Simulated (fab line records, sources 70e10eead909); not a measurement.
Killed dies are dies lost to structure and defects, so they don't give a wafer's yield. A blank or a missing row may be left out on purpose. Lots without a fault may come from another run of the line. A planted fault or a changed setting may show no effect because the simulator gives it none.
A struck lot beside a sound one | flow nand_harc | 15 steps out of a route of 1302
Sound: wafers L766.1, L766.2, L766.4. Struck: wafers L783.1, L783.2, L783.5. The cause comes at the end.
At each step with rows: each side's tool, then ch and its chambers, then its first start. Under that, the readings that differ: sound wafers | struck wafers | difference of the means | sigmas: that difference in standard deviations of wafers without a fault.
alike: readings whose means differ by less than 2 such deviations, and words and numbers that are the same on both sides. not compared: withheld readings, readings that some wafer has no value for, bounds like >300 that may hide the same value, and numbers for which the record gives no deviation and whose values overlap.
The two part at a step that has a row with sigmas, a row that says differs or no value, or rows on one side only. Numbers that don't overlap but have no deviation are shown without sigmas and don't part them. A reading that every wafer of one side lacks parts them only if that side has two wafers or more.

first, 5 steps without rows for these wafers: NHARC_A_SGD_CUT_SOFTBAKE_04 (time 55 s); NHARC_A_SGD_CUT_EBR_05; NHARC_A_SGD_CUT_EXPOSE_06 (exposes mask SGD); NHARC_A_SGD_CUT_PEB_07 (peb time 65 s); NHARC_A_SGD_CUT_DEVELOP_08 (develop time 35 s).
NHARC_A_SGD_CUT_CD_MEAS_09: target cd 100 nm.
  sound on cd_sem-03 ch 0, day 21 06:42; struck on cd_sem-03 ch 0, day 28 11:14
  reading    | sound             | struck         | difference | sigmas
  cd_nm (nm) | 100.4 100.5 100.9 | 99.2 98.8 99.5 | -1.4       | -2
NHARC_A_SGD_CUT_OVL_MEAS_10:
  sound on overlay-01, day 21 06:48; struck on overlay-01, day 28 11:20
  alike: overlay_x_nm, overlay_y_nm
NHARC_A_SGD_CUT_INSPECT_11:
  sound on defect_inspect-01, day 21 06:50; struck on defect_inspect-02, day 28 11:23
  alike: raw_defect_count
NHARC_A_SGD_CUT_DESCUM_14: chemistry O2, time 3 s.
  sound on rie_diel-09 ch 0,1,2, day 21 06:54; struck on rie_diel-11 ch 1,2, day 28 11:27
  alike: drypump_motor_current_A, oes_product_au, rf_vpp_V, showerhead_plenum_p_Torr, throttle_valve_pct
  not compared: rf_hours_counter_h
NHARC_A_SGD_CUT_ETCH_58: etches the open film in CF4, target depth 39 nm, time 65 s.
  sound on rie_diel-09 ch 0,1,2, day 21 06:59; struck on rie_diel-11 ch 1,2, day 28 11:32
  alike: drypump_motor_current_A, oes_product_au, rf_fwd_power_W, rf_vpp_V, showerhead_plenum_p_Torr, throttle_valve_pct
  not compared: rf_hours_counter_h
NHARC_A_SGD_CUT_ETCH_59: etches the open film in N2/H2, target depth 260 nm, time 406.25 s.
  sound on rie_diel-09 ch 0,2,3; struck on rie_diel-11 ch 0,1
  alike: drypump_motor_current_A, oes_product_au, rf_fwd_power_W, rf_vpp_V, showerhead_plenum_p_Torr, throttle_valve_pct
  not compared: rf_hours_counter_h
NHARC_A_SGD_CUT_ETCH_15: etches the open film in CH3F/O2, target depth 75 nm, time 64.3 s.
  sound on rie_diel-09 ch 0,2,3; struck on rie_diel-11 ch 0,1,3
  alike: drypump_motor_current_A, oes_product_au, rf_fwd_power_W, rf_vpp_V, showerhead_plenum_p_Torr, throttle_valve_pct
  not compared: rf_hours_counter_h
NHARC_A_SGD_CUT_ETCH_16: etches the open film in C4F8/O2/Ar, target depth 310.5 nm, time 155.2 s.
  sound on rie_diel-09 ch 0,2,3, day 21 07:28; struck on rie_diel-11 ch 0,2,3, day 28 12:01
  reading               | sound             | struck            | difference | sigmas
  oes_product_au (a.u.) | 0.982 0.998 0.961 | 1.198 1.248 1.241 | +0.249     | +18
  rf_fwd_power_W (W)    | 596.3 599.5 599.2 | 837.9 837.7 835.3 | +238.6     | +99 or more
  alike: rf_vpp_V
  not compared: rf_hours_counter_h
then, 1 step without rows for these wafers: NHARC_A_SGD_CUT_STRIP_60 (strips in C4F8/O2/Ar).
-- the record jumps here: 5 days lie between the struck wafers' starts before and after (it left off in module A_SGD_CUT and takes up again in module END, whose first step shown is number 1302 of the route) --
NHARC_END_SORT_01:
  sound on prober-02 ch 0, day 26 12:55; struck on prober-01 ch 0, day 33 14:13
  reading         | sound    | struck      | difference | sigmas
  killed_at_array | 55 52 52 | 673 664 668 | +615       | +34
  killed_dies     | 61 58 60 | 677 677 677 | +617       | +34
  alike: killed_at_other, killed_at_periphery, killed_open, killed_short

WHERE THEY PART
First at NHARC_A_SGD_CUT_CD_MEAS_09; last, within this record, at NHARC_END_SORT_01.

WHY: what the simulator had put in
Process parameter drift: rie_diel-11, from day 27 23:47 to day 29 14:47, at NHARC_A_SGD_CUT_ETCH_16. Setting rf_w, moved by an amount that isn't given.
